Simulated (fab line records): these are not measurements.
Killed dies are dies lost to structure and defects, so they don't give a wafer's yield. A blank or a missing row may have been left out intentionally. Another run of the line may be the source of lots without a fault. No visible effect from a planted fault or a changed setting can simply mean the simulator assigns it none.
Struck lot and sound lot, side by side ; flow n5 finfet ; 14 out of 1938 route steps
Sound: the wafers L501.1, L501.2, L501.6. Struck: wafer L507.2. (L507.4 of the same lot was not struck and is left out.) The cause comes at the end.
Each step with rows lists, per side, the tool, then ch with its chambers, then its first start. Under that, the readings that differ: sound wafers ; struck wafers ; difference of the means ; sigmas: that difference in standard deviations of wafers without a fault.
alike: a reading whose means differ by less than 2 such deviations, as well as words and numbers matching on both sides. not compared: withheld readings; readings where some wafer has no value; bounds like >300 that might hide an equal value; numbers whose values overlap and for which the record gives no deviation.
The two part at a step that has a row with sigmas, a row that says differs or no value, or rows on one side only. Non-overlapping numbers with no deviation appear without sigmas and do not part them. A reading that every wafer of one side lacks parts them only if that side has two wafers or more.

first, 2 steps without rows for these wafers: N5_BEOL_M15_DEVELOP_27 (develop time 45 s); N5_BEOL_M15_HARDBAKE_32 (time 120 s).
N5_BEOL_M15_CD_MEAS_28 targets a cd of 407.6 nm.
  sound on cd sem-03 ch 0, day 13 05:05; struck on cd sem-01 ch 0, day 14 14:34
  alike: cd nm
N5_BEOL_M15_OVL_MEAS_29:
  sound on overlay-02 ch 0, day 13 05:07; struck on overlay-01 ch 0, day 14 14:35
  alike: M15_OVL
N5_BEOL_M15_INSPECT_30: inspects for defects (macro).
  sound: defect inspect-01 at day 13 05:08; struck: defect inspect-02 at day 14 14:37
  alike: raw defect count
N5_BEOL_M15_DESCUM_33: chemistry O2, time 7.9 s.
  sound on rie diel-05 ch 0,1, day 13 05:10; struck on rie diel-05 ch 0, day 14 14:51
  alike: drypump motor current A, oes product au, rf vpp V, showerhead plenum p Torr, throttle valve pct
  not compared: rf hours counter h
N5_BEOL_M15_ETCH_61: etches BARC in N2/H2, target depth 89 nm, overetch 26.7 nm, time 67.9 s.
  sound on rie diel-05 ch 0,1, day 13 05:12; struck on rie diel-05 ch 0, day 14 14:53
  alike: drypump motor current A, n2 flow sccm, oes product au, rf vpp V, showerhead plenum p Torr, throttle valve pct
  not compared: rf hours counter h
N5_BEOL_M15_TRENCH_ETCH_34: etches SiO2 in C4F8/O2/Ar, target depth 872.93 nm, time 199 s.
  sound on rie diel-05 ch 0,1, day 13 05:16; struck on rie diel-05 ch 0, day 14 14:56
  alike: C4F8_flow_sccm, drypump motor current A, oes product au, rf vpp V, showerhead plenum p Torr, throttle valve pct
  not compared: rf hours counter h
N5_BEOL_M15_STRIP_36: strips in O2.
  sound on rie diel-02 ch 2,3, day 13 11:04; struck on rie diel-02 ch 3, day 14 15:44
  alike: drypump motor current A, oes product au, rf vpp V, showerhead plenum p Torr, throttle valve pct
  not compared: rf hours counter h
N5_BEOL_M15_STRIP_62: strips in O2.
  sound on rie diel-02 ch 2,3; struck on rie diel-02 ch 3
  alike: drypump motor current A, oes product au, rf vpp V, showerhead plenum p Torr, throttle valve pct
  not compared: rf hours counter h
then, 1 step without rows for these wafers: N5_BEOL_M15_STRIP_37 (strips in O2).
N5_BEOL_M15_ETCH_38: etches SiCN in CF4/N2, target depth 106.4 nm, time 120.5 s.
  sound on rie diel-02 ch 2,3, day 13 11:11; struck on rie diel-02 ch 3, day 14 15:51
reading;sound;struck;difference;sigmas
model.etch.depth nm (nm);95.96 97.85 95.57;75.6;-20.9;
  alike: drypump motor current A, n2 flow sccm, oes product au, rf vpp V, showerhead plenum p Torr, throttle valve pct
  not compared: rf hours counter h
then, 1 step without rows for these wafers: N5_BEOL_M15_PRECLEAN_39 (cleans in residue remover, time 60 s).
N5_PASSIVATION_PROBE_49:
  the record has rows for the struck wafers here (prober-02, day 15 10:26) and none for the sound ones

## WHERE THEY PART
Only at N5_PASSIVATION_PROBE_49, within this record.

WHY: the cause the simulator had injected
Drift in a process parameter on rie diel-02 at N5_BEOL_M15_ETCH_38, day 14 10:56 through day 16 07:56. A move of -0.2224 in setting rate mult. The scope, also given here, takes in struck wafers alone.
